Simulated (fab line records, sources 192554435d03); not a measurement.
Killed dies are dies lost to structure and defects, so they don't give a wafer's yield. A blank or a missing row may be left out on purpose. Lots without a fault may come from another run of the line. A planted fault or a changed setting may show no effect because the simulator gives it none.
Chamber matching | flow n5_finfet | N5_BEOL_M6_ETCH_72 on rie_diel-06: 4 sister chambers
The step etches underlayer in N2/H2, target depth 6.5 nm, time 5.2 s. 4 wafers are shown with their chamber, then 7 later ones without.

WAFERS WITH THEIR CHAMBER
wafer  | chamber | throttle_valve_pct (%)
L080.2 | 0       | 17.6
L082.1 | 1       | 17.5
L086.3 | 2       | 18.4
L086.4 | 3       | 18.0

WAFERS WITHOUT THEIR CHAMBER
wafer  | throttle_valve_pct (%)
L086.6 | 18.4
L090.2 | 18.5
L090.5 | 18.0
L090.6 | 17.7
L095.1 | 17.7
L095.2 | 18.0
L095.3 | 17.5

WHICH CHAMBER EACH WENT THROUGH
wafer  | from the rows above     | in truth
L086.6 | 2                       | 2
L090.2 | 2                       | 2
L090.5 | 3                       | 3
L090.6 | can't be placed: 0 or 1 | 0
L095.1 | can't be placed: 0 or 1 | 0
L095.2 | 3                       | 3
L095.3 | can't be placed: 1 or 0 | 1
Placed correctly: 4 of 7. Can't be placed from these rows: 3 (the true chamber is among the candidates in 3). Placed wrongly: 0.
How it was worked out, from the rows above alone: a wafer's distance from a chamber is the root of the sum, over the readings, of the square of ((its reading less the chamber's mean) divided by the reading's scatter). The wafer belongs to the nearest chamber; if the next one is less than 2 further off, it can't be placed. A chamber's mean is the mean of its shown wafers. The scatter: with one shown wafer a chamber, the root of the mean of the squares of how far each hidden wafer lies from its nearest shown one.
